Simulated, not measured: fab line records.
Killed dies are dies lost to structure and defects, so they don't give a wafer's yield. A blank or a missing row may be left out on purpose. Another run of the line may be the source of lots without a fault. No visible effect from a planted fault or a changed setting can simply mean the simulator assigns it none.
Matching of chambers || flow n5Finfet || N5_MOL_CONTACT_COAG_VIA_ETCH_117 on rieDiel-02: 4 sister chambers
The step etches SiO2 in C4F6/O2, target depth 40 nm, overetch 8 nm, time 26 s. 8 wafers are shown with their chamber, then 12 later ones without.

## WAFERS WITH THEIR CHAMBER
{"wafer": "L085.6", "chamber": 2, "rfVppV (V)": 1627, "showerheadPlenumPTorr (Torr)": 2.91}
{"wafer": "L087.5", "chamber": 0, "rfVppV (V)": 1553, "showerheadPlenumPTorr (Torr)": 3.04}
{"wafer": "L089.1", "chamber": 3, "rfVppV (V)": 1560, "showerheadPlenumPTorr (Torr)": 2.79}
{"wafer": "L089.3", "chamber": 0, "rfVppV (V)": 1553, "showerheadPlenumPTorr (Torr)": 3.04}
{"wafer": "L089.4", "chamber": 1, "rfVppV (V)": 1541, "showerheadPlenumPTorr (Torr)": 2.76}
{"wafer": "L092.1", "chamber": 3, "rfVppV (V)": 1559, "showerheadPlenumPTorr (Torr)": 2.79}
{"wafer": "L092.2", "chamber": 2, "rfVppV (V)": 1625, "showerheadPlenumPTorr (Torr)": 2.91}
{"wafer": "L092.5", "chamber": 1, "rfVppV (V)": 1542, "showerheadPlenumPTorr (Torr)": 2.75}

## WAFERS WITH NO CHAMBER GIVEN
{"wafer": "L093.1", "rfVppV (V)": 1626, "showerheadPlenumPTorr (Torr)": 2.91}
{"wafer": "L093.3", "rfVppV (V)": 1553, "showerheadPlenumPTorr (Torr)": 3.03}
{"wafer": "L093.4", "rfVppV (V)": 1559, "showerheadPlenumPTorr (Torr)": 2.78}
{"wafer": "L095.1", "rfVppV (V)": 1551, "showerheadPlenumPTorr (Torr)": 3.03}
{"wafer": "L095.2", "rfVppV (V)": 1540, "showerheadPlenumPTorr (Torr)": 2.75}
{"wafer": "L095.3", "rfVppV (V)": 1626, "showerheadPlenumPTorr (Torr)": 2.90}
{"wafer": "L096.1", "rfVppV (V)": 1560, "showerheadPlenumPTorr (Torr)": 2.78}
{"wafer": "L096.4", "rfVppV (V)": 1552, "showerheadPlenumPTorr (Torr)": 3.03}
{"wafer": "L096.5", "rfVppV (V)": 1559, "showerheadPlenumPTorr (Torr)": 2.78}
{"wafer": "L097.2", "rfVppV (V)": 1551, "showerheadPlenumPTorr (Torr)": 3.03}
{"wafer": "L097.4", "rfVppV (V)": 1541, "showerheadPlenumPTorr (Torr)": 2.75}
{"wafer": "L097.5", "rfVppV (V)": 1558, "showerheadPlenumPTorr (Torr)": 2.78}

## WHICH CHAMBER EACH ONE RAN IN
{"wafer": "L093.1", "from the rows above": 2, "in truth": 2}
{"wafer": "L093.3", "from the rows above": 0, "in truth": 0}
{"wafer": "L093.4", "from the rows above": 3, "in truth": 3}
{"wafer": "L095.1", "from the rows above": 0, "in truth": 0}
{"wafer": "L095.2", "from the rows above": 1, "in truth": 1}
{"wafer": "L095.3", "from the rows above": 2, "in truth": 2}
{"wafer": "L096.1", "from the rows above": 3, "in truth": 3}
{"wafer": "L096.4", "from the rows above": 0, "in truth": 0}
{"wafer": "L096.5", "from the rows above": 3, "in truth": 3}
{"wafer": "L097.2", "from the rows above": 0, "in truth": 0}
{"wafer": "L097.4", "from the rows above": 1, "in truth": 1}
{"wafer": "L097.5", "from the rows above": 3, "in truth": 3}
Correctly placed: 12 of 12. From these rows, 0 cannot be placed. Placed wrongly: 0.
How it was worked out, from the rows above alone: a wafer's distance from a chamber is the root of the sum, over the readings, of the square of ((its reading less the chamber's mean) divided by the reading's scatter). If the next closest chamber is less than 2 further off than the closest, the wafer can't be placed; otherwise it belongs to the closest. A chamber's mean is the mean of its shown wafers. The scatter is the square root of a quotient: the sum, over the shown wafers, of each reading's squared deviation from its chamber's mean, divided by wafers minus chambers.
